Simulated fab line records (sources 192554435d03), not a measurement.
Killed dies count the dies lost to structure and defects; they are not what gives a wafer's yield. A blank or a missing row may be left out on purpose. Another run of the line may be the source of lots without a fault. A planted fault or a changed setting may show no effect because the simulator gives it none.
Matching of chambers -- flow n5Finfet -- rieDiel-05 running N5_BEOL_M7_DESCUM_33: 4 sister chambers
The step chemistry O2, time 7 s. 8 wafers are shown with their chamber, then 10 later ones without.

EACH WAFER AND ITS CHAMBER
wafer,chamber,showerheadPlenumPTorr (Torr),throttleValvePct (%)
L079.4,3,2.16,20.59
L081.1,0,2.19,20.44
L081.2,2,2.14,20.38
L086.1,1,1.99,20.91
L086.3,3,2.16,20.61
L086.4,2,2.14,20.38
L090.1,1,1.99,20.92
L090.2,0,2.18,20.45

WAFERS MISSING THEIR CHAMBER
wafer,showerheadPlenumPTorr (Torr),throttleValvePct (%)
L090.3,2.14,20.39
L092.1,1.99,20.93
L092.4,2.18,20.46
L092.6,1.99,20.93
L095.2,1.99,20.94
L095.3,2.15,20.22
L095.5,1.99,20.94
L094.1,2.14,20.00
L094.2,2.15,20.24
L094.5,2.15,20.21

CHAMBER TAKEN BY EACH
wafer,from the rows above,in truth
L090.3,2,2
L092.1,1,1
L092.4,0,0
L092.6,1,1
L095.2,1,1
L095.3,2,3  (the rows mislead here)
L095.5,1,1
L094.1,2,2
L094.2,2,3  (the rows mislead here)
L094.5,2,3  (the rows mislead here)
7 of 10 placed correctly. Can't be placed from these rows: 0. Wrongly placed: 3.
How it was worked out, from the rows above alone: a wafer's distance from a chamber is the root of the sum, over the readings, of the square of ((its reading less the chamber's mean) divided by the reading's scatter). The wafer belongs to the nearest chamber; if the next one is less than 2 further off, it can't be placed. The mean given for a chamber averages the wafers shown for that chamber. The scatter is the square root of a quotient: the sum, over the shown wafers, of each reading's squared deviation from its chamber's mean, divided by wafers minus chambers.
